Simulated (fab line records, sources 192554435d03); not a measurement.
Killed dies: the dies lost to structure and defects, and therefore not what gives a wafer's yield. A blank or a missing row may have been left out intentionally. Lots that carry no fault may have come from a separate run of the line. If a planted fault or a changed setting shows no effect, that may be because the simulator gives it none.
Chamber matching	flow n5_finfet	N5_BEOL_M15_VIA_ETCH_16 on rie_diel-02 has 4 sister chambers
The step etches SiO2 in C4F8/O2/Ar, target depth 1792.2 nm. 4 wafers are shown with their chamber, then 10 later ones without.

== WAFERS, EACH WITH ITS CHAMBER ==
wafer	chamber	drypump_motor_current_A (A)
L086.1	2	6.5
L086.4	3	5.6
L085.3	1	5.8
L085.4	0	5.1

== WAFERS WHOSE CHAMBER IS MISSING ==
wafer	drypump_motor_current_A (A)
L085.5	5.7
L091.3	5.8
L091.4	5.8
L091.5	5.7
L092.1	5.6
L092.2	5.7
L092.5	5.6
L097.1	5.8
L097.2	5.1
L097.5	5.6

== EACH ONE'S CHAMBER ==
wafer	from the rows above	in truth
L085.5	can't be placed: 1 or 3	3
L091.3	1	1
L091.4	1	1
L091.5	can't be placed: 1 or 3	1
L092.1	3	3
L092.2	can't be placed: 1 or 3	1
L092.5	3	3
L097.1	1	1
L097.2	0	0
L097.5	3	3
Placed correctly: 7 of 10. Unplaceable from these rows: 3, with the true chamber sitting among the candidates in 3. Placed wrongly: 0.
How it was worked out, from the rows above alone: a wafer's distance from a chamber is the root of the sum, over the readings, of the square of ((its reading less the chamber's mean) divided by the reading's scatter). The wafer belongs to the nearest chamber; if the next one is less than 2 further off, it can't be placed. A chamber's mean is the mean of its shown wafers. The scatter: with one shown wafer a chamber, the root of the mean of the squares of how far each hidden wafer lies from its nearest shown one.
